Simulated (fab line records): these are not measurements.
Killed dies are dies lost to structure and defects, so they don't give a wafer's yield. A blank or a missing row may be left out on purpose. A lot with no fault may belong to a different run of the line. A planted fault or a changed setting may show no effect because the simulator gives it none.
8D (eight disciplines) problem report, filled in by code || flow nandHarc || the parts of the form that need people (team, actions taken, sign-off) are left out

1. PROBLEM STATEMENT
Wafers without a fault read 188.44 W, standard deviation 0.13; heaterPowerTotalW at NHARC_A_BLC_SOFTBAKE_05 reads a mean of 177.83 W on 6 wafers belonging to 2 lots. Relative to the usual mean, that is a shift of -82 standard deviations.
The step: time 55 s.
First seen on wafer L917.3, day 20 04:00, on lithoTrack-06. The record holds 39 wafers of 13 lots with a number at this step. By rule, "out" or "out of limits" means more than 4 standard deviations away from the usual mean. The other wafers with a number count as sound.

2. WHAT IT IS AND WHAT IT IS NOT
{"question": "which readings at this step", "is": "heaterPowerTotalW", "is not": "-"}
{"question": "which lots", "is": "L917, L923", "is not": "L909, L911, L912, L913, L915, L916, L918, L919, L929, L930, L931"}
{"question": "which wafers of those lots", "is": "all that have a number", "is not": "-"}
{"question": "read on which tools", "is": "lithoTrack-06", "is not": "lithoTrack-01, lithoTrack-04"}
{"question": "when", "is": "from day 20 04:00", "is not": "up to then (24 sound wafers); but 9 sound wafers of L929, L930, L931 came after"}

3. THE SUSPECTS, EACH WITH WHAT RULES IT OUT
Counting: a tool at a process step up to the reading stays a suspect if it ran every lot that is out and no sound lot after the first of them.
- rieDiel-01 at NHARC_A_CONTACT_ETCH_31 (etches the open film in O2/COS, target depth 2000 nm, time 520 s): ruled out as a lasting fault. After its first lot that is out, L917 (day 19 21:15), sound lots L930, L931 ran on it. Because NHARC_A_CONTACT_ETCH_31 lacks a start for some lots, the hours and order of its lots are taken from NHARC_A_CONTACT_ETCH_137.
- lithoTrack-06 at NHARC_A_BLC_SOFTBAKE_05 (time 55 s): kept. It processed each lot that is out, first L917 at day 20 04:00, and no sound lot thereafter; up to then, the last sound lot it processed was L919 at day 19 23:00. Its own readings are out on those wafers: heaterPowerTotalW.
After counting, what remains is lithoTrack-06 at NHARC_A_BLC_SOFTBAKE_05.

4. THE CAUSE (what the simulator had put in)
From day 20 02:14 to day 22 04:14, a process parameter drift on lithoTrack-06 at NHARC_A_BLC_SOFTBAKE_05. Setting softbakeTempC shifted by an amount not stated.
After counting, this tool was the only one left.

5. SEQUENCE OF EFFECTS, ordered by route
Rows list readings where the struck wafers' mean (over those with a number) sits beyond 3 standard deviations from the usual. Readings are gone through only where the record gives a usual standard deviation; hours: the median, over the lots, of the time from a lot's start at the first step in this table giving one to that lot's start at this step; sigmas: the change measured in usual standard deviations.
{"hours": 0, "step": "NHARC_A_BLC_SOFTBAKE_05", "reading": "heaterPowerTotalW", "usual": "188.44 W", "on struck wafers": 177.83, "change": -10.61, "sigmas": -82}
Its process steps:
- NHARC_A_BLC_SOFTBAKE_05: time 55 s.

6. HOW IT WOULD HAVE BEEN CAUGHT EARLIER
In this record no reading fell out of limits until day 20 04:00, 2 hours after the fault had begun at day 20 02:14.
